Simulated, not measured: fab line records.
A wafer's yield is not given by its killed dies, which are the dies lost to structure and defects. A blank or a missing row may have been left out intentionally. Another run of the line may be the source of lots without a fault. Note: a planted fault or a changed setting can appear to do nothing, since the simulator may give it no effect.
Matching of chambers || flow nand-harc || NHARC_A_CHANNEL_FILL_D1_ETCHBACK_20 on rie-diel-10: 4 sister chambers
The step etches the open film in C4F8/O2/Ar, target depth 27 nm, time 13.5 s. 7 wafers are shown with their chamber, then 8 later ones without.

== EACH WAFER AND ITS CHAMBER ==
{"wafer": "L642.4", "chamber": 0, "rf-vpp-V (V)": 982, "oes-product-au (a.u.)": 1.01}
{"wafer": "L648.1", "chamber": 0, "rf-vpp-V (V)": 983, "oes-product-au (a.u.)": 0.93}
{"wafer": "L653.1", "chamber": 3, "rf-vpp-V (V)": 981, "oes-product-au (a.u.)": 1.01}
{"wafer": "L657.1", "chamber": 2, "rf-vpp-V (V)": 973, "oes-product-au (a.u.)": 0.92}
{"wafer": "L657.3", "chamber": 1, "rf-vpp-V (V)": 978, "oes-product-au (a.u.)": 0.92}
{"wafer": "L657.6", "chamber": 1, "rf-vpp-V (V)": 978, "oes-product-au (a.u.)": 0.91}
{"wafer": "L658.4", "chamber": 2, "rf-vpp-V (V)": 974, "oes-product-au (a.u.)": 0.92}

== WAFERS WHOSE CHAMBER IS MISSING ==
{"wafer": "L658.5", "rf-vpp-V (V)": 982, "oes-product-au (a.u.)": 0.92}
{"wafer": "L658.6", "rf-vpp-V (V)": 978, "oes-product-au (a.u.)": 0.93}
{"wafer": "L659.1", "rf-vpp-V (V)": 983, "oes-product-au (a.u.)": 0.98}
{"wafer": "L659.2", "rf-vpp-V (V)": 979, "oes-product-au (a.u.)": 0.99}
{"wafer": "L659.5", "rf-vpp-V (V)": 977, "oes-product-au (a.u.)": 0.99}
{"wafer": "L660.1", "rf-vpp-V (V)": 974, "oes-product-au (a.u.)": 0.92}
{"wafer": "L660.2", "rf-vpp-V (V)": 984, "oes-product-au (a.u.)": 0.93}
{"wafer": "L660.5", "rf-vpp-V (V)": 974, "oes-product-au (a.u.)": 0.92}

== CHAMBER TAKEN BY EACH ==
{"wafer": "L658.5", "from the rows above": "can't be placed: 0 or 3", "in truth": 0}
{"wafer": "L658.6", "from the rows above": 1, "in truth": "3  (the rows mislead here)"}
{"wafer": "L659.1", "from the rows above": 0, "in truth": 0}
{"wafer": "L659.2", "from the rows above": "can't be placed: 1 or 3", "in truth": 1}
{"wafer": "L659.5", "from the rows above": 1, "in truth": 1}
{"wafer": "L660.1", "from the rows above": 2, "in truth": 2}
{"wafer": "L660.2", "from the rows above": 0, "in truth": 0}
{"wafer": "L660.5", "from the rows above": 2, "in truth": 2}
Correct placement for 5 of the 8. Cannot be placed on the basis of these rows: 2; the candidates contain the true chamber in 2. Placed wrongly: 1.
How it was worked out, from the rows above alone: a wafer's distance from a chamber is the root of the sum, over the readings, of the square of ((its reading less the chamber's mean) divided by the reading's scatter). The wafer belongs to the nearest chamber; if the next one is less than 2 further off, it can't be placed. Each chamber's mean is taken over the wafers shown for it. The scatter: the root of (the sum of the squares of (reading less its chamber's mean) over the shown wafers, divided by (wafers less chambers)).
